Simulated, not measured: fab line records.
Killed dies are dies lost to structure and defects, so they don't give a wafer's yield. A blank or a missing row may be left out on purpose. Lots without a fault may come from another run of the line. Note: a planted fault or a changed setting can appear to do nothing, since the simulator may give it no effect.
Chamber matching + flow nand harc + NHARC_A_STAIRCASE_DESCUM_312 on rie diel-07: 4 sister chambers
The step chemistry O2, time 3 s. 4 wafers are shown with their chamber, then 9 later ones without.

== WAFERS WITH THEIR CHAMBER ==
| wafer  | chamber | drypump motor current A (A) |
|--------|---------|-----------------------------|
| L086.3 | 1       | 6.5                         |
| L093.1 | 0       | 5.8                         |
| L093.2 | 3       | 5.7                         |
| L093.4 | 2       | 5.9                         |

== WAFERS WITH NO CHAMBER GIVEN ==
| wafer  | drypump motor current A (A) |
|--------|-----------------------------|
| L092.1 | 5.8                         |
| L092.3 | 6.6                         |
| L092.6 | 5.7                         |
| L094.1 | 5.9                         |
| L094.2 | 5.8                         |
| L094.6 | 5.8                         |
| L095.3 | 5.7                         |
| L095.4 | 5.9                         |
| L095.6 | 5.8                         |

== THE CHAMBER EACH PASSED THROUGH ==
| wafer  | from the rows above | in truth                   |
|--------|---------------------|----------------------------|
| L092.1 | 0                   | 0                          |
| L092.3 | 1                   | 1                          |
| L092.6 | 3                   | 3                          |
| L094.1 | 2                   | 2                          |
| L094.2 | 0                   | 0                          |
| L094.6 | 0                   | 0                          |
| L095.3 | 3                   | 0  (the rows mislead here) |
| L095.4 | 2                   | 2                          |
| L095.6 | 0                   | 0                          |
Correct placement for 8 of the 9. Not placeable from these rows: 0. 1 placed wrongly.
How it was worked out, from the rows above alone: a wafer's distance from a chamber is the root of the sum, over the readings, of the square of ((its reading less the chamber's mean) divided by the reading's scatter). If the next closest chamber is less than 2 further off than the closest, the wafer can't be placed; otherwise it belongs to the closest. A chamber's mean is the mean of its shown wafers. The scatter (one wafer shown for each chamber): square how far every hidden wafer sits from the nearest shown wafer, average those squares and take the square root.
